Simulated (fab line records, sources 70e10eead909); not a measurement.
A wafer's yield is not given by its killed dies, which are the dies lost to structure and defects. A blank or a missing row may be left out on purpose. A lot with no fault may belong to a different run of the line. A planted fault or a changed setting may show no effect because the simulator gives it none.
The tool behind it: which one? / flow nand harc / 12 lots (36 wafers sampled), 1 step of a 1159-step route

== WHAT EACH GAUGE READ, for each wafer ==
NHARC_P_START_INSPECT_01.
lot=L918; measured=day 1 12:02; on=defect inspect-01; raw defect count=3 2 2
lot=L919; measured=day 1 18:02; on=defect inspect-02; raw defect count=3 4 1
lot=L920; measured=day 2 00:02; on=defect inspect-02; raw defect count=5 0 3
lot=L921; measured=day 2 06:02; on=defect inspect-01; raw defect count=5 3 3
lot=L923; measured=day 2 18:02; on=defect inspect-02; raw defect count=3 5 0
lot=L924; measured=day 3 00:03; on=defect inspect-01; raw defect count=4 6 2
lot=L927; measured=day 3 18:02; on=defect inspect-02; raw defect count=3 7 3
lot=L929; measured=day 4 06:02; on=defect inspect-02; raw defect count=1 2 5
lot=L931; measured=day 4 18:02; on=defect inspect-02; raw defect count=3 3 3
lot=L936; measured=day 6 00:02; on=defect inspect-02; raw defect count=4 0 2
lot=L940; measured=day 7 00:02; on=defect inspect-01; raw defect count=3 2 4
lot=L941; measured=day 7 06:02; on=defect inspect-02; raw defect count=1 3 1

== WHAT TOOL EACH LOT RAN ON (gives the tool, then ch and the chambers of the sampled wafers, and finally the start) ==
There is no process step in the record ahead of these readings.

== AS READ BY THE TOOLS THEMSELVES (means over the sampled wafers that have a number; for cases with no such wafer, the mark the record gives instead) ==
The record holds no such reading with a usual standard deviation.

== THE ANSWER, worked out from the rows above alone ==
Rule: usual is defined by the lots themselves. Put in order of their means at a reading, lots are off if they are a third of the lots or fewer, leave a main group of 4 or more, and stand apart from it by a gap of 3 or more times the standard deviation of the main group's means; of several such gaps the widest counts. A main group whose means are all the same, to the digits that the tables above print for the reading, isn't used. A lot without any number at a reading at which 4 lots or more have one is off too. Where the step has rows for the other lots, those lots are counted as sound. After the gauges, taken in route order, come the tools' own readings; for these a lot's mean is taken, as printed above. At the first step where some lot is off, the reading lying furthest off is the one used; lots without a number count as furthest.
None of the lots is off at any reading shown; this tells nothing.

== WHAT WAS PUT IN BY THE SIMULATOR ==
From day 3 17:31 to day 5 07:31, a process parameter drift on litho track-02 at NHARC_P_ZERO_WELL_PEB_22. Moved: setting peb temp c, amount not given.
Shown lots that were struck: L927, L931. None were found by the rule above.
